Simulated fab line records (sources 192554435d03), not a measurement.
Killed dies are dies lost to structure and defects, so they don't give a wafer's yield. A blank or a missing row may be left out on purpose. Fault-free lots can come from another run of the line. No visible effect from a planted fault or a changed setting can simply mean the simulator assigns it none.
3 desks looking at one fault | flow n5-finfet | each desk has only its own numbers; what lay behind them comes last

THE METROLOGY DESK
Means of the sampled wafers that have a number, per lot and without regard to the tool the lot ran on: this is what the gauges read. The brackets show how far a lot's mean lies from the usual mean; more than 4 standard deviations puts the lot out of limits, marked OUT.
Columns: A = M14_THK at N5_BEOL_M14_THK_MEAS_50, usual 576 nm; B = M14_RS at N5_BEOL_M14_RS_MEAS_54, usual 0.0332 ohm/sq; C = M15_ILD_THK at N5_BEOL_M15_THK_MEAS_01, usual 1636 nm; D = cd-nm at N5_BEOL_M15_CD_MEAS_10, usual 359.7 nm; E = V14_OVL at N5_BEOL_M15_OVL_MEAS_11, usual -1 nm
lot  | first seen here | A   | B      | C    | D     | E
L607 | day 14 09:37    | 582 | 0.0328 | 1613 | 358.2 | -4
L606 | day 14 15:36    | 569 | 0.0333 | 1603 | 356.7 | -2
L610 | day 16 02:47    | 561 | 0.0332 | 1625 | 359.6 | 3
L611 | day 16 07:44    | 571 | 0.0333 | 1608 | 359.9 | -2
L621 | day 18 18:19    | 596 | 0.0329 | 1648 | 359.1 | 7
L623 | day 19 06:34    | 569 | 0.0335 | 1654 | 360.1 | -5
This desk's finding: nothing out of limits on any of the 6 lots.

TOOL OWNER'S DESK, litho-track-02
The tool's own readings at N5_BEOL_M15_COAT_58 (time 60 s, resist thk 89 nm): means of the sampled wafers that have a number, for each lot that ran on this tool. The brackets show how far a lot's mean lies from the usual mean; more than 4 standard deviations puts the lot out of limits, marked OUT.
Columns: A = plate-temp-C at N5_BEOL_M15_COAT_58, usual 204.93 C; B = spin-speed-rpm at N5_BEOL_M15_COAT_58, usual 1500.1 rpm
lot  | first seen here | A      | B
L606 | day 14 16:04    | 204.77 | 1500.1
L610 | day 16 03:15    | 204.76 | 2242.3 (+99 or more) OUT
L611 | day 16 08:12    | 204.89 | 2243.5 (+99 or more) OUT
This desk's finding: out of limits on L610, L611; first on L610, day 16 03:15 (spin-speed-rpm at N5_BEOL_M15_COAT_58). L606 stayed within limits.

THE DEFECT DESK
For each lot, the counts of the inspections along the route, averaged over the sampled wafers that have a number. The brackets show how far a lot's mean lies from the usual mean; more than 4 standard deviations puts the lot out of limits, marked OUT.
Columns: A = raw-defect-count at N5_BEOL_M14_INSPECT_55, usual 69; B = raw-defect-count at N5_BEOL_M15_INSPECT_12, usual 2.2
lot  | first seen here | A   | B
L607 | day 14 09:46    | 81  | 2.7
L606 | day 14 15:45    | 49  | 2.0
L610 | day 16 02:56    | 107 | 1.7
L611 | day 16 07:53    | 76  | 3.0
L621 | day 18 18:28    | 66  | 1.7
L623 | day 19 06:44    | 65  | 3.0
This desk's finding: nothing out of limits on any of the 6 lots.

BROUGHT TOGETHER
At day 16 03:15, on L610, L611, the tool owner's desk was in a position to raise an alarm.
The metrology desk saw nothing out of limits.
Nothing out of limits was seen by the defect desk.
The metrology desk holds a record of L610, L611, inside its limits.
The defect desk has L610, L611 on record, within its limits.
N5_BEOL_M15_COAT_58 was run on litho-track-02 by each of the lots named.

WHAT THE SIMULATOR PUT IN
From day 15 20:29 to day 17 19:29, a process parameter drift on litho-track-02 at N5_BEOL_M15_COAT_58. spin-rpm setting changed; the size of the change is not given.
Struck lots among those shown: L610, L611.
Time in hours from fault onset to the first out-of-limits reading at each desk: the tool owner's desk, 7.
